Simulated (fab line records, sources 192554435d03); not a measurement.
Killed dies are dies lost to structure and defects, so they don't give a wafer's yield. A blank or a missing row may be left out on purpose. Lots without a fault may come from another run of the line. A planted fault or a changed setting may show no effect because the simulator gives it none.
A struck lot beside a sound one | flow n5_finfet | 18 steps out of a route of 1938
Sound: wafers L290.1, L290.2, L290.3. Struck: wafer L298.1. (L298.2, L298.5 of the same lot were not struck and are left out.) The cause comes at the end.
At each step with rows: each side's tool, then ch and its chambers, then its first start. Under that, the readings that differ: sound wafers | struck wafers | difference of the means | sigmas: that difference in standard deviations of wafers without a fault.
alike: readings whose means differ by less than 2 such deviations, and words and numbers that are the same on both sides. not compared: withheld readings, readings that some wafer has no value for, bounds like >300 that may hide the same value, and numbers for which the record gives no deviation and whose values overlap.
The two part at a step that has a row with sigmas, a row that says differs or no value, or rows on one side only. Numbers that don't overlap but have no deviation are shown without sigmas and don't part them. A reading that every wafer of one side lacks parts them only if that side has two wafers or more.

N5_BEOL_M13_OCD_MEAS_35:
  sound on ocd-01, day 12 22:35; struck on ocd-01, day 14 19:26
  alike: trench_depth_nm
N5_BEOL_M13_STRIP_37: strips in N2/H2.
  sound on plasma_asher-02 ch 0,1, day 12 22:37; struck on plasma_asher-01 ch 0, day 14 19:28
  reading                     | sound       | struck | difference | sigmas
  drypump_motor_current_A (A) | 6.2 5.7 6.2 | 5.2    | -0.8       | -2
  alike: heater_power_w, n2_flow_sccm, oes_product_au
  not compared: rf_hours_counter_h
then, 4 steps without rows for these wafers: N5_BEOL_M13_ETCH_38 (etches SiCN in CF4/N2, target depth 67.5 nm, time 71.9 s); N5_BEOL_M13_PRECLEAN_39 (cleans in residue remover, time 60 s); N5_BEOL_M13_SRD_40 (time 30 s, dry time 30 s); N5_BEOL_M13_DEGAS_41 (time 60 s).
N5_BEOL_M13_PRE_CLEAN_42: time 30 s.
  sound on pvd_sputter-03, day 12 23:04; struck on pvd_sputter-01, day 14 23:16
  alike: heater_power_w
then, 4 steps without rows for these wafers: N5_BEOL_M13_SPUTTER_43 (material TaN, target thk 15 nm, time 24.19 s); N5_BEOL_M13_SPUTTER_44 (material Ta, target thk 10 nm, time 16.13 s); N5_BEOL_M13_SPUTTER_45 (material Cu, target thk 80 nm, time 13.33 s); N5_BEOL_M13_ECD_47 (material Cu, target thk 936 nm).
N5_BEOL_M13_ANNEAL_48: time 90 s.
  sound on rtp_anneal-01 ch 0, day 12 23:33; struck on rtp_anneal-02 ch 0, day 15 00:17
  alike: wafer_temp_C_max
N5_BEOL_M13_CMP_49: polishes, stops on SiOC, t overpolish 17.1 s, target thk 420 nm.
  sound on cmp-04 ch 0,2,3, day 12 23:53; struck on cmp-04 ch 0, day 15 00:39
  reading                      | sound             | struck | difference | sigmas
  barrier_field_endpoint_s (s) | 30.6 30.9 31.3    | 29.4   | -1.5       | -2
  edge_zone_pressure_frac      | 0.996 1.001 1.007 | 1.012  | +0.011     | +2
  alike: clearing_platen_down_force_psi, motor_current_A, overpolish_run_s
then, 1 step without rows for these wafers: N5_BEOL_M13_PRE_CLEAN_52 (time 15 s).
N5_BEOL_M13_DEP_53: deposits SiCN from 3MS/NH3, target thk 50 nm, time 17.8 s.
  sound on pecvd-04 ch 0,1,2, day 13 00:13; struck on pecvd-02 ch 1, day 15 00:56
  alike: showerhead_plenum_p_Torr, throttle_valve_pct
N5_BEOL_M13_INSPECT_55: inspects for defects (darkfield).
  sound on defect_inspect-02, day 13 00:18; struck on defect_inspect-02, day 15 01:02
  reading          | sound      | struck | difference | sigmas
  raw_defect_count | 116 91 108 | 758    | +653       | +28
N5_BEOL_M14_ILD_DEP_00: deposits SiO2 from TEOS/O2, target thk 1119.3 nm, time 237.4 s.
  sound on pecvd-02 ch 0,1,2, day 13 00:20; struck on pecvd-01 ch 2, day 15 01:04
  reading                         | sound          | struck | difference | sigmas
  showerhead_plenum_p_Torr (Torr) | 8.41 8.35 8.36 | 8.31   | -0.06      | -2
  alike: heater_power_w, throttle_valve_pct
N5_PASSIVATION_PROBE_49:
  sound on prober-02, day 14 02:22; struck on prober-01, day 15 22:29
  reading                  | sound          | struck | difference | sigmas
  defect_limited_yield (%) | 91.8 90.7 90.8 | 52.5   | -38.6      | -26
  killed_at_M4_up          | 16 26 15       | 478    | +459       | +81
  killed_dies              | 97 110 109     | 560    | +455       | +27
  killed_on_rim            | 14 18 10       | 78     | +64        | +15
  sort_bin_5_function (%)  | 4.2 6.4 6.0    | 29.7   | +24.2      | +26
  sort_bin_6_memory (%)    | 3.5 2.6 2.9    | 15.4   | +12.4      | +18
  sort_n_pass              | 1083 1070 1071 | 620    | -455       | -27
  sort_yield_pct (%)       | 91.8 90.7 90.8 | 52.5   | -38.6      | -26
  alike: killed_at_M0_to_M3, killed_at_contacts, killed_at_front_end, killed_at_other, killed_open, killed_short, sort_bin_4_leakage, sort_bin_8_speed

WHERE THEY PART
First at N5_BEOL_M13_STRIP_37; last, within this record, at N5_PASSIVATION_PROBE_49.

WHY: what the simulator had put in
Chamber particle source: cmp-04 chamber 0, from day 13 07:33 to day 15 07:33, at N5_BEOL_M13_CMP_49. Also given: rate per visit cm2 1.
